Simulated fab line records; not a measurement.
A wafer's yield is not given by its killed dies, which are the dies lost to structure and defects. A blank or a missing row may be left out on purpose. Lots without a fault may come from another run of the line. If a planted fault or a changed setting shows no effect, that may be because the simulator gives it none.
Matching of chambers :: flow n5-finfet :: N5_BEOL_M0_SAQP_STRIP_86 on rie-diel-02 has 4 sister chambers
The step strips in N2/H2. 24 wafers are shown with their chamber, then 12 later ones without.

## EACH WAFER AND ITS CHAMBER
wafer: L075.1
chamber: 0
drypump-motor-current-A (A): 5.2
showerhead-plenum-p-Torr (Torr): 3.44
oes-product-au (a.u.): 0.72

wafer: L075.4
chamber: 1
drypump-motor-current-A (A): 6.3
showerhead-plenum-p-Torr (Torr): 3.45
oes-product-au (a.u.): 0.86

wafer: L075.6
chamber: 2
drypump-motor-current-A (A): 5.9
showerhead-plenum-p-Torr (Torr): 3.17
oes-product-au (a.u.): 0.71

wafer: L076.4
chamber: 2
drypump-motor-current-A (A): 6.0
showerhead-plenum-p-Torr (Torr): 3.17
oes-product-au (a.u.): 0.70

wafer: L076.5
chamber: 2
drypump-motor-current-A (A): 5.9
showerhead-plenum-p-Torr (Torr): 3.17
oes-product-au (a.u.): 0.71

wafer: L076.6
chamber: 1
drypump-motor-current-A (A): 6.3
showerhead-plenum-p-Torr (Torr): 3.45
oes-product-au (a.u.): 0.86

wafer: L077.3
chamber: 3
drypump-motor-current-A (A): 6.3
showerhead-plenum-p-Torr (Torr): 3.49
oes-product-au (a.u.): 0.68

wafer: L077.5
chamber: 2
drypump-motor-current-A (A): 5.9
showerhead-plenum-p-Torr (Torr): 3.17
oes-product-au (a.u.): 0.71

wafer: L077.6
chamber: 1
drypump-motor-current-A (A): 6.3
showerhead-plenum-p-Torr (Torr): 3.45
oes-product-au (a.u.): 0.85

wafer: L081.1
chamber: 2
drypump-motor-current-A (A): 5.9
showerhead-plenum-p-Torr (Torr): 3.17
oes-product-au (a.u.): 0.71

wafer: L081.2
chamber: 0
drypump-motor-current-A (A): 5.2
showerhead-plenum-p-Torr (Torr): 3.43
oes-product-au (a.u.): 0.71

wafer: L081.6
chamber: 0
drypump-motor-current-A (A): 5.2
showerhead-plenum-p-Torr (Torr): 3.43
oes-product-au (a.u.): 0.71

wafer: L082.1
chamber: 2
drypump-motor-current-A (A): 5.9
showerhead-plenum-p-Torr (Torr): 3.17
oes-product-au (a.u.): 0.71

wafer: L082.3
chamber: 1
drypump-motor-current-A (A): 6.3
showerhead-plenum-p-Torr (Torr): 3.44
oes-product-au (a.u.): 0.84

wafer: L082.4
chamber: 0
drypump-motor-current-A (A): 5.2
showerhead-plenum-p-Torr (Torr): 3.43
oes-product-au (a.u.): 0.71

wafer: L083.3
chamber: 0
drypump-motor-current-A (A): 5.2
showerhead-plenum-p-Torr (Torr): 3.43
oes-product-au (a.u.): 0.70

wafer: L083.5
chamber: 1
drypump-motor-current-A (A): 6.3
showerhead-plenum-p-Torr (Torr): 3.44
oes-product-au (a.u.): 0.83

wafer: L083.6
chamber: 2
drypump-motor-current-A (A): 5.9
showerhead-plenum-p-Torr (Torr): 3.16
oes-product-au (a.u.): 0.71

wafer: L085.2
chamber: 1
drypump-motor-current-A (A): 6.3
showerhead-plenum-p-Torr (Torr): 3.44
oes-product-au (a.u.): 0.84

wafer: L085.4
chamber: 3
drypump-motor-current-A (A): 6.3
showerhead-plenum-p-Torr (Torr): 3.49
oes-product-au (a.u.): 0.68

wafer: L085.6
chamber: 0
drypump-motor-current-A (A): 5.2
showerhead-plenum-p-Torr (Torr): 3.43
oes-product-au (a.u.): 0.70

wafer: L087.2
chamber: 1
drypump-motor-current-A (A): 6.3
showerhead-plenum-p-Torr (Torr): 3.43
oes-product-au (a.u.): 0.83

wafer: L087.4
chamber: 1
drypump-motor-current-A (A): 6.3
showerhead-plenum-p-Torr (Torr): 3.44
oes-product-au (a.u.): 0.83

wafer: L087.6
chamber: 2
drypump-motor-current-A (A): 5.9
showerhead-plenum-p-Torr (Torr): 3.16
oes-product-au (a.u.): 0.69

SIGNATURES (means of the wafers above)
reading: drypump-motor-current-A
chamber 0: 5.200
chamber 1: 6.300
chamber 2: 5.913
chamber 3: 6.300
scatter within a chamber: 0.0209

reading: showerhead-plenum-p-Torr
chamber 0: 3.4317
chamber 1: 3.4425
chamber 2: 3.1675
chamber 3: 3.4900
scatter within a chamber: 0.0054

reading: oes-product-au
chamber 0: 0.7083
chamber 1: 0.8425
chamber 2: 0.7062
chamber 3: 0.6800
scatter within a chamber: 0.00954
Rule: for a wafer and a chamber, the distance is found by dividing, reading by reading, the gap between the wafer's reading and the chamber's mean by the reading's scatter, squaring, summing and taking the root. The wafer belongs to the nearest chamber; if the next one is less than 2 further off, it can't be placed. The scatter: take each reading less its chamber's mean, square it, sum over the shown wafers, divide by the number of wafers less the number of chambers, and take the root.

## WAFERS WITHOUT THEIR CHAMBER
wafer: L088.2
drypump-motor-current-A (A): 5.9
showerhead-plenum-p-Torr (Torr): 3.16
oes-product-au (a.u.): 0.69

wafer: L088.4
drypump-motor-current-A (A): 6.3
showerhead-plenum-p-Torr (Torr): 3.43
oes-product-au (a.u.): 0.82

wafer: L088.6
drypump-motor-current-A (A): 5.2
showerhead-plenum-p-Torr (Torr): 3.43
oes-product-au (a.u.): 0.70

wafer: L089.1
drypump-motor-current-A (A): 5.2
showerhead-plenum-p-Torr (Torr): 3.43
oes-product-au (a.u.): 0.69

wafer: L089.3
drypump-motor-current-A (A): 6.2
showerhead-plenum-p-Torr (Torr): 3.48
oes-product-au (a.u.): 0.66

wafer: L089.6
drypump-motor-current-A (A): 6.3
showerhead-plenum-p-Torr (Torr): 3.48
oes-product-au (a.u.): 0.67

wafer: L092.2
drypump-motor-current-A (A): 6.3
showerhead-plenum-p-Torr (Torr): 3.48
oes-product-au (a.u.): 0.68

wafer: L092.3
drypump-motor-current-A (A): 5.2
showerhead-plenum-p-Torr (Torr): 3.42
oes-product-au (a.u.): 0.70

wafer: L092.5
drypump-motor-current-A (A): 6.3
showerhead-plenum-p-Torr (Torr): 3.48
oes-product-au (a.u.): 0.68

wafer: L093.2
drypump-motor-current-A (A): 5.2
showerhead-plenum-p-Torr (Torr): 3.42
oes-product-au (a.u.): 0.69

wafer: L093.5
drypump-motor-current-A (A): 5.2
showerhead-plenum-p-Torr (Torr): 3.42
oes-product-au (a.u.): 0.70

wafer: L093.6
drypump-motor-current-A (A): 6.3
showerhead-plenum-p-Torr (Torr): 3.43
oes-product-au (a.u.): 0.81

## WHICH CHAMBER EACH WENT THROUGH
wafer: L088.2
from the rows above: 2
in truth: 2

wafer: L088.4
from the rows above: 1
in truth: 1

wafer: L088.6
from the rows above: 0
in truth: 0

wafer: L089.1
from the rows above: 0
in truth: 0

wafer: L089.3
from the rows above: 3
in truth: 3

wafer: L089.6
from the rows above: 3
in truth: 3

wafer: L092.2
from the rows above: 3
in truth: 3

wafer: L092.3
from the rows above: 0
in truth: 0

wafer: L092.5
from the rows above: 3
in truth: 3

wafer: L093.2
from the rows above: 0
in truth: 0

wafer: L093.5
from the rows above: 0
in truth: 0

wafer: L093.6
from the rows above: 1
in truth: 1
12 of 12 placed correctly. Not placeable from these rows: 0. Number placed wrongly: 0.
